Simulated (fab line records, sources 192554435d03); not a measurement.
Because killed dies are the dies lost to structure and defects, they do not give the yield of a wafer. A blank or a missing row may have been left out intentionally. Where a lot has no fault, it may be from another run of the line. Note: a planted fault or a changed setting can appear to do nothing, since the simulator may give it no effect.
Commonality check across tools ; flow n5-finfet ; Sample size 10 lots and 25 wafers

== THE REASON FOR OPENING IT ==
Flagged at N5_BEOL_M14_CD_MEAS_28: reading cd-nm, on 3 of 10 lots. Fault-free wafers read 287.7 nm, with a standard deviation of 2.
Rule: flag the lot when none of its wafers has a number, or when each of its wafers that has one lies beyond 4 standard deviations from that mean. The rest of the lots are taken to be sound.

lot;measured;on;cd-nm (nm), wafer by wafer;flag
L170;day 12 08:28;cd-sem-01;290.5 288.4;
L172;day 12 11:16;cd-sem-01;291.4 290.0;
L173;day 13 03:02;cd-sem-03;288.6 289.6;
L175;day 13 03:12;cd-sem-02;287.3 286.4 287.3;
L176;day 13 06:43;cd-sem-02;286.9 287.1;
L181;day 15 02:35;cd-sem-01;287.4 288.7 287.4;
L183;day 15 16:03;cd-sem-01;287.7 286.9;
L186;day 16 01:45;cd-sem-03;261.4 261.6 262.3;FLAGGED
L187;day 16 09:23;cd-sem-01;267.7 269.1 269.3;FLAGGED
L188;day 17 01:50;cd-sem-02;270.4 270.0 271.3;FLAGGED
On average the flagged lots' numbers are 267.0 nm, which is -20.7 nm against the usual, or -10 standard deviations.

== LOT BY LOT: THE TOOL USED ==
The record holds 2 process steps before the reading, out of a route of 1938 steps. Read each cell as the tool, then ch plus the chambers that the sampled wafers visited, then the start.
lot;flag;N5_BEOL_M14_STRIP_63;N5_BEOL_M14_EXPOSE_25
L170;;rie-diel-05 ch 0,1, day 12 08:17 or earlier;krf-scanner-02 ch 0, day 12 08:17
L172;;rie-diel-01 ch 0,2, day 12 11:06 or earlier;krf-scanner-01 ch 0, day 12 11:06
L173;;rie-diel-04 ch 0,2, day 13 02:52 or earlier;krf-scanner-02 ch 0, day 13 02:52
L175;;rie-diel-05 ch 1,2, day 13 03:02 or earlier;krf-scanner-01 ch 0, day 13 03:02
L176;;rie-diel-05 ch 1,2, day 13 06:32 or earlier;krf-scanner-01 ch 0, day 13 06:32
L181;;rie-diel-01 ch 1,2,3, day 15 02:25 or earlier;krf-scanner-01 ch 0, day 15 02:25
L183;;rie-diel-01 ch 0,3, day 15 15:53 or earlier;krf-scanner-02 ch 0, day 15 15:53
L186;FLAGGED;rie-diel-05 ch 0,1,3, day 16 01:35 or earlier;krf-scanner-01 ch 0, day 16 01:35
L187;FLAGGED;rie-diel-05 ch 0,1,3, day 16 09:13 or earlier;krf-scanner-01 ch 0, day 16 09:13
L188;FLAGGED;rie-diel-04 ch 1,3, day 17 01:41 or earlier;krf-scanner-01 ch 0, day 17 01:41
What these steps do:
- N5_BEOL_M14_STRIP_63: strips in O2.
- N5_BEOL_M14_EXPOSE_25: exposes mask M14, target cd 280 nm.
- N5_BEOL_M14_CD_MEAS_28: target cd 284.4 nm.

== FLAGGED OVER TOTAL, TOOL BY TOOL (the gauges that took the reading come last) ==
step;tool;lots run;flagged;share of the flagged lots;sound lots run after its first flagged lot
N5_BEOL_M14_STRIP_63;rie-diel-01;3;0;none;-
N5_BEOL_M14_STRIP_63;rie-diel-04;2;1;some;0
N5_BEOL_M14_STRIP_63;rie-diel-05;5;2;some;0
N5_BEOL_M14_EXPOSE_25;krf-scanner-01;7;3;all;0
N5_BEOL_M14_EXPOSE_25;krf-scanner-02;3;0;none;-
N5_BEOL_M14_CD_MEAS_28;cd-sem-01;5;1;some;0
N5_BEOL_M14_CD_MEAS_28;cd-sem-02;3;1;some;0
N5_BEOL_M14_CD_MEAS_28;cd-sem-03;2;1;some;0
N5_BEOL_M14_STRIP_63: start missing for some lots; hours and lot order therefore follow N5_BEOL_M14_EXPOSE_25.

== WHAT THE TABLE PERMITS ==
All flagged lots share 1 row of the table, namely krf-scanner-01 at N5_BEOL_M14_EXPOSE_25.
- krf-scanner-01 at N5_BEOL_M14_EXPOSE_25 ran 7 lots, 3 of them flagged. Last sound lot L181 at day 15 02:25, first flagged lot L186 at day 16 01:35; a fault beginning in between fits. Its own readings lie more than 4 standard deviations out on every wafer of the flagged lots: exposure-dose-mJ-cm2.
What remains is a single tool, krf-scanner-01 at N5_BEOL_M14_EXPOSE_25.

== WHAT WAS PUT IN BY THE SIMULATOR ==
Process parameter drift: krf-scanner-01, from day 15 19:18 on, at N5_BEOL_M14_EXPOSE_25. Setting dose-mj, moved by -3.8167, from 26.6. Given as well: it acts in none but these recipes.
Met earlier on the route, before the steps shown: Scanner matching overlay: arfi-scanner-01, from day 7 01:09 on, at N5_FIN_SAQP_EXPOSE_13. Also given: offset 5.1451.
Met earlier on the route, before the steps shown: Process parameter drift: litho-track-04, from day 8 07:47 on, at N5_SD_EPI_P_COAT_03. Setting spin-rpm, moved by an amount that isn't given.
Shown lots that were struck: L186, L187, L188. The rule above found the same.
